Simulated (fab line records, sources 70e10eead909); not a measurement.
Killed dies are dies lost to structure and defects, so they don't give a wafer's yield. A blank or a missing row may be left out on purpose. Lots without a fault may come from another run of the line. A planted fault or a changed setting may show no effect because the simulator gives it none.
Chamber matching | flow nand_harc | NHARC_P_CONTACT_STRIP_28 on rie_diel-05: 4 sister chambers
The step strips in O2. 16 wafers are shown with their chamber, then 8 later ones without.

WAFERS WITH THEIR CHAMBER
wafer  | chamber | drypump_motor_current_A (A) | oes_product_au (a.u.) | rf_vpp_V (V)
L986.1 | 1       | 4.9                         | 0.979                 | 58.8
L986.2 | 2       | 5.5                         | 1.012                 | 58.7
L986.5 | 2       | 5.5                         | 1.012                 | 57.3
L987.1 | 2       | 5.5                         | 1.022                 | 58.4
L987.2 | 3       | 5.6                         | 0.989                 | 57.3
L987.4 | 0       | 6.3                         | 0.992                 | 56.1
L989.2 | 2       | 5.5                         | 1.004                 | 58.9
L989.5 | 0       | 6.3                         | 0.991                 | 58.7
L989.6 | 3       | 5.6                         | 0.994                 | 57.5
L999.1 | 1       | 4.9                         | 1.000                 | 56.4
L999.4 | 0       | 6.3                         | 0.998                 | 57.7
L999.6 | 1       | 4.9                         | 1.004                 | 57.9
L100.1 | 1       | 4.9                         | 0.996                 | 57.5
L100.3 | 3       | 5.6                         | 0.997                 | 57.4
L100.4 | 0       | 6.4                         | 0.994                 | 57.5
L101.1 | 2       | 5.5                         | 1.003                 | 57.9

SIGNATURES (means of the wafers above)
reading                 | chamber 0 | chamber 1 | chamber 2 | chamber 3 | scatter within a chamber
drypump_motor_current_A | 6.325     | 4.900     | 5.500     | 5.600     | 0.025
oes_product_au          | 0.99375   | 0.99475   | 1.01060   | 0.99333   | 0.00741
rf_vpp_V                | 57.500    | 57.650    | 58.240    | 57.400    | 0.822
Rule: a wafer's distance from a chamber is the root of the sum, over the readings, of the square of ((its reading less the chamber's mean) divided by the reading's scatter). The wafer belongs to the nearest chamber; if the next one is less than 2 further off, it can't be placed. The scatter: the root of (the sum of the squares of (reading less its chamber's mean) over the shown wafers, divided by (wafers less chambers)).

WAFERS WITHOUT THEIR CHAMBER
wafer  | drypump_motor_current_A (A) | oes_product_au (a.u.) | rf_vpp_V (V)
L101.4 | 4.9                         | 0.994                 | 57.6
L101.5 | 4.9                         | 0.985                 | 56.5
L102.2 | 5.5                         | 1.001                 | 58.2
L102.3 | 5.6                         | 0.995                 | 56.4
L102.5 | 4.9                         | 0.997                 | 56.6
L103.2 | 4.9                         | 1.004                 | 59.4
L103.4 | 6.3                         | 0.983                 | 58.3
L103.5 | 4.9                         | 1.001                 | 59.2

WHICH CHAMBER EACH WENT THROUGH
wafer  | from the rows above | in truth
L101.4 | 1                   | 1
L101.5 | 1                   | 1
L102.2 | 2                   | 2
L102.3 | 3                   | 3
L102.5 | 1                   | 1
L103.2 | 1                   | 1
L103.4 | 0                   | 0
L103.5 | 1                   | 1
Placed correctly: 8 of 8. Can't be placed from these rows: 0. Placed wrongly: 0.
